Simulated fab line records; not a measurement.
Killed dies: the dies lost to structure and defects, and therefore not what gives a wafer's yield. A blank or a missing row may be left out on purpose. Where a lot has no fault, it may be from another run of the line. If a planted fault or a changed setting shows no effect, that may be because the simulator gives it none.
fab line records | flow nand-harc | part 2 of 2: steps 5 to 6 of 6
record lots=24 wafers=72 last-day=34
route steps=1302 shown A_STAIRCASE@812
lots with no fault: from the same line, run without faults
start-h: start of the lot's first displayed wafer, in hours after the record's first day | wait-h: time in hours since the lot's previous step | " the same as in the row above | L1.1+2: one row covering several wafers at once | - no value, or no start was given | * or withheld: withheld | < > ~ a bound
route shown NAME@n: a module of which the file shows steps, and the number in the route of the first | usual: the fault-free wafers' mean and standard deviation | same: alike in all rows | chamber/n: place in a boat | sites: each site's reading | _std_site: standard deviation of those values | _edge_site: inner sites' mean taken away from outer sites' mean | radius-mm: how far each site lies from the wafer's centre | mask NAME#n: copy n | behind: the tool/chamber that last shaped the wafer | hold: the reason the lot was held/the length of the hold in hours/how it ended | device: names the non-switching transistor (n, p or np) | end of line: the tests these same wafers got at the end of their route | a step given without rows: its recipe and nothing more | killed: not the wafer's yield, but the dies lost to structure and defects at the first sort | map: dies across one wafer; x = killed, . = not, _ = none there
set.NAME: the run value of the setting; set.NAME@STEP: its run value at that earlier step | model.NAME: the simulator's own value behind a step, which no gauge read
route steps across a sampled set of lots; one table per step, one row per wafer
services: when a tool's chamber went out of use (start-h, in hours from the record's first day, below 0 if earlier), for how many hours, and the reason
## steps
# step NHARC_A_STAIRCASE_STRIP_475
# recipe time-s=20 o2-flow-sccm=500 ar-flow-sccm=0 bias-w=0 chemistry=O2
# usual drypump-motor-current-A=6.0/0.33 oes-product-au=1.000/0.015 rf-vpp-V=57.9/0.87 showerhead-plenum-p-Torr=3.56/0.16 throttle-valve-pct=17.037/0.0089
# columns lot.wafer tool chamber start-h wait-h drypump-motor-current-A oes-product-au rf-hours-counter-h rf-vpp-V showerhead-plenum-p-Torr throttle-valve-pct
L074.2 rie-diel-13 2 439.88 0.1 6.5 1.015 27 56.1 3.51 17.030
L074.1 " 3 " " 5.6 1.010 30 57.2 3.30 17.036
L074.6 " 3 " " 5.6 1.013 - 58.5 3.30 17.035
L075.2 rie-diel-12 3 - - 5.7 1.022 54 57.6 3.57 17.037
L075.1 " 2 " " 5.4 1.004 52 57.7 3.42 17.036
L075.6 " 0 " " 6.0 1.000 - 58.5 3.61 17.020
L076.4 rie-diel-03 2 - - 6.0 0.988 62 57.2 3.37 17.031
L076.3 " 0 " " 6.2 1.020 60 57.8 3.44 17.059
L076.5 " 1 " " 6.2 0.974 - 58.6 3.27 17.035
L077.2 rie-diel-13 0 - - 6.4 0.999 40 57.2 3.60 17.048
L077.4 " 2 " " 6.5 1.006 38 57.7 3.50 17.040
L077.1 " 3 " " 5.6 0.996 43 57.8 3.29 17.034
L078.2 rie-diel-13 3 - - 5.6 1.012 43 57.4 3.29 17.036
L078.5 " 2 " " 6.5 1.015 - 57.9 3.50 17.041
L078.6 " 3 " " 5.6 1.019 - 57.8 3.29 17.040
L080.4 rie-diel-12 3 - - 5.7 0.981 9 57.4 3.56 17.033
L080.2 " 0 " " 6.0 1.005 11 59.3 3.60 17.029
L080.6 " 2 " " 5.4 0.993 - 57.5 3.42 17.027
L079.2 rie-diel-03 1 - - 6.2 1.006 3 58.0 3.81 17.032
L079.4 " 2 " " 6.0 0.990 3 57.9 3.36 17.035
L079.3 " 3 " " 5.9 0.991 3 59.1 3.70 17.046
L081.1 rie-diel-03 0 - - 6.2 1.021 7 57.9 3.43 17.037
L081.5 " 1 " " 6.2 1.007 - 57.5 3.80 17.017
L081.6 " 2 " " 6.0 0.993 - 58.5 3.36 17.053
L082.4 rie-diel-12 0 - - 6.1 1.005 22 57.5 3.60 17.044
L082.1 " 1 " " 5.7 0.996 23 56.5 3.35 17.019
L082.5 " 0 " " 6.1 1.002 - 56.9 3.60 17.043
L083.1 rie-diel-12 0 - - 6.0 1.011 22 57.1 3.60 17.038
L083.3 " 1 " " 5.7 0.990 23 58.4 3.35 17.047
L083.5 " 3 " " 5.7 0.993 - 58.0 3.56 17.042
L084.2 rie-diel-03 0 - - 6.2 1.024 20 58.8 3.42 17.046
L084.5 " 3 " " 5.9 0.996 - 59.3 3.69 17.030
L084.6 " 0 " " 6.2 1.028 - 57.6 3.42 17.057
L086.4 rie-diel-12 2 - - 5.4 0.983 24 58.1 3.41 17.046
L086.2 " 0 " " 6.1 1.012 27 57.9 3.60 17.027
L086.5 " 1 " " 5.7 0.984 - 57.5 3.35 17.040
L085.3 rie-diel-03 3 - - 5.9 0.983 26 58.6 3.68 17.046
L085.2 " 2 " " 6.0 0.992 26 57.8 3.35 17.022
L085.5 " 3 " " 5.9 0.987 - 59.1 3.68 17.032
L088.4 rie-diel-13 1 - - 6.4 1.002 16 59.4 3.77 17.025
L088.3 " 2 " " 6.5 1.009 18 57.3 3.48 17.033
L088.1 " 0 " " 6.3 1.024 18 57.1 3.58 17.027
L087.2 rie-diel-13 2 - - 6.5 1.005 18 58.4 3.48 17.054
L087.1 " 1 " " 6.4 0.995 16 58.6 3.77 17.051
L087.5 " 3 " " 5.6 0.992 - 58.9 3.80 17.041
L090.3 rie-diel-13 2 - - 6.5 1.012 24 59.0 3.48 17.047
L090.1 " 1 " " 6.5 0.983 22 56.9 3.77 17.035
L090.5 " 2 " " 6.5 1.001 - 59.2 3.48 17.029
L089.1 rie-diel-12 1 - - 5.7 0.984 46 58.9 3.34 17.039
L089.6 " 3 " " 5.7 0.981 - 58.3 3.54 17.024
L089.5 " 0 " " 6.1 0.994 - 58.3 3.59 17.020
L091.4 rie-diel-03 1 - - 6.2 0.997 46 58.8 3.78 17.027
L091.5 " 3 " " 5.9 0.990 - 56.8 3.67 17.028
L091.6 " 0 " " 6.2 1.020 - 59.5 3.41 17.023
L093.2 rie-diel-13 3 - - 5.6 0.990 34 59.3 3.79 17.024
L093.6 " 0 " " 6.3 1.028 - 57.2 3.58 17.055
L093.5 " 1 " " 6.4 0.992 - 59.2 3.77 17.033
L094.2 rie-diel-03 2 - - 6.0 0.991 60 57.4 3.33 17.023
L094.3 " 3 " " 5.9 0.994 56 58.3 3.67 17.042
L094.5 " 2 " " 6.0 0.990 - 56.7 3.33 17.034
L092.3 rie-diel-13 0 - - 6.3 1.028 27 57.9 3.58 17.047
L092.1 " 2 " " 6.5 1.009 33 57.7 3.47 17.039
L092.5 " 3 " " 5.6 0.995 - 58.1 3.79 17.041
L097.3 rie-diel-13 3 - - 5.6 0.995 51 58.2 3.78 17.054
L097.2 " 0 " " 6.3 1.023 37 57.4 3.57 17.041
L097.4 " 2 " " 6.5 1.010 46 57.1 3.47 17.043
L096.1 rie-diel-13 2 - - 6.5 1.011 46 55.9 3.47 17.038
L096.4 " 3 " " 5.6 1.002 51 57.3 3.78 17.033
L096.6 " 1 " " 6.5 0.992 - 59.1 3.76 17.036
L095.4 rie-diel-03 2 - - 6.0 0.967 5 57.4 3.33 17.023
L095.1 " 3 " " 5.9 0.992 5 57.1 3.66 17.036
L095.6 " 0 " " 6.2 1.027 - 56.5 3.40 17.022
# step NHARC_A_STAIRCASE_DEP_471
# recipe target-thk-a=1000 temp-c=400 pressure-torr=6.5 rf-w=900 teos-flow-sccm=161.4 flow-sccm=2650 target-thk-nm=100 gas=O2 material=SiO2
# usual flow-sccm=2650/7.8 heater-power-w=526/87 throttle-valve-pct=16.0/0.4
# columns lot.wafer tool chamber start-h wait-h flow-sccm heater-power-w throttle-valve-pct
L074.1 pecvd-03 1 439.98 - 2643 486 15.8
L074.2 " 0 " " 2652 536 15.8
L074.6 " 0 " " 2651 537 15.7
L075.1 pecvd-01 1 440.22 - 2653 512 17.0
L075.2 " 2 " " 2649 559 16.5
L075.6 " 1 " " 2655 524 17.0
L076.3 pecvd-01 2 454.87 - 2649 632 16.3
L076.5 " 2 " " 2645 656 16.3
L076.4 " 0 " " 2647 510 15.7
L077.2 pecvd-04 1 464.19 - 2651 492 15.4
L077.1 " 2 " " 2644 410 16.1
L077.4 " 2 " " 2635 408 15.8
L078.2 pecvd-01 0 464.28 - 2652 496 15.5
L078.6 " 1 " " 2635 571 17.1
L078.5 " 0 " " 2660 492 15.5
L080.2 pecvd-03 0 476.19 - 2637 605 15.7
L080.6 " 2 " " 2647 375 15.7
L080.4 " 1 " " 2651 429 15.6
L079.3 pecvd-04 2 476.46 - 2637 429 16.1
L079.2 " 1 " " 2651 524 15.5
L079.4 " 1 " " 2652 541 15.5
L081.1 pecvd-04 1 495.56 - 2651 520 15.5
L081.5 " 1 " " 2659 530 15.5
L081.6 " 2 " " 2645 517 15.9
L082.1 pecvd-01 2 526.03 - 2649 614 15.7
L082.4 " 2 " " 2652 587 15.7
L082.5 " 0 " " 2637 470 15.7
L083.1 pecvd-01 1 527.75 - 2651 623 16.2
L083.3 " 2 " " 2636 617 15.5
L083.5 " 2 " " 2640 620 15.5
L084.2 pecvd-03 2 537.50 - 2659 329 16.4
L084.6 " 1 " " 2653 497 16.0
L084.5 " 2 " " 2647 332 16.1
L086.2 pecvd-03 2 545.83 - 2657 405 16.4
L086.4 " 0 " " 2648 530 15.9
L086.5 " 1 " " 2660 421 16.0
L085.2 pecvd-01 1 546.85 - 2650 647 16.1
L085.3 " 0 " " 2640 610 15.3
L085.5 " 1 " " 2653 648 16.0
L088.3 pecvd-03 1 575.08 - 2648 460 16.0
L088.1 " 2 " " 2656 385 16.3
L088.4 " 2 " " 2642 396 16.5
L087.1 pecvd-04 1 575.93 - 2648 505 15.6
L087.2 " 2 " " 2641 478 16.3
L087.5 " 2 " " 2632 490 16.2
L090.1 pecvd-03 2 609.45 - 2650 315 16.6
L090.3 " 1 " " 2646 488 16.2
L090.5 " 0 " " 2650 560 15.8
L089.1 pecvd-04 0 612.29 - 2652 564 15.9
L089.5 " 0 " " 2650 582 16.0
L089.6 " 2 " " 2663 469 16.1
L091.4 pecvd-04 2 618.10 - 2654 450 16.3
L091.6 " 0 " " 2653 624 15.6
L091.5 " 1 " " 2660 605 15.8
L093.2 pecvd-03 1 625.58 - 2653 456 15.7
L093.5 " 1 " " 2657 443 16.1
L093.6 " 0 " " 2644 586 15.8
L094.3 pecvd-04 1 625.74 - 2653 480 15.9
L094.2 " 2 " " 2634 391 16.4
L094.5 " 0 " " 2664 651 15.9
L092.3 pecvd-01 2 626.95 - 2646 543 15.6
L092.1 " 1 " " 2663 612 16.3
L092.5 " 0 " " 2657 633 15.8
L097.3 pecvd-03 1 655.45 - 2656 491 15.8
L097.2 " 2 " " 2649 314 16.3
L097.4 " 2 " " 2646 325 16.6
L096.1 pecvd-04 0 655.54 - 2659 578 15.4
L096.4 " 2 " " 2650 563 16.0
L096.6 " 1 " " 2648 524 15.5
L095.1 pecvd-01 2 659.84 - 2651 545 15.8
L095.6 " 0 " " 2647 630 15.7
L095.4 " 2 " " 2646 541 16.1
## services
# columns tool chamber start-h hours kind
pecvd-03 - 366.47 13.0 pm
pecvd-04 - 379.39 1.1 repair
pecvd-04 1 389.91 7.0 repair
rie-diel-12 3 391.16 15.7 repair
rie-diel-12 1 393.31 17.1 repair
rie-diel-03 0 407.54 3.3 repair
pecvd-04 2 430.51 9.2 repair
rie-diel-13 1 436.55 14.8 repair
pecvd-03 1 442.98 3.5 repair
pecvd-04 - 450.33 13.0 pm
rie-diel-03 - 460.50 9.0 pm
pecvd-01 - 492.38 13.0 pm
rie-diel-13 1 511.94 4.5 repair
rie-diel-13 - 519.68 9.0 pm
rie-diel-12 0 537.58 4.4 repair
pecvd-03 - 547.50 13.0 pm
rie-diel-03 3 568.58 8.0 repair
pecvd-01 1 575.67 4.5 repair
rie-diel-13 0 613.37 7.5 repair
rie-diel-12 - 623.76 9.0 pm
rie-diel-03 1 628.30 3.7 repair
rie-diel-13 0 632.18 10.7 repair
rie-diel-03 - 637.51 9.0 pm
rie-diel-13 1 639.12 3.0 repair
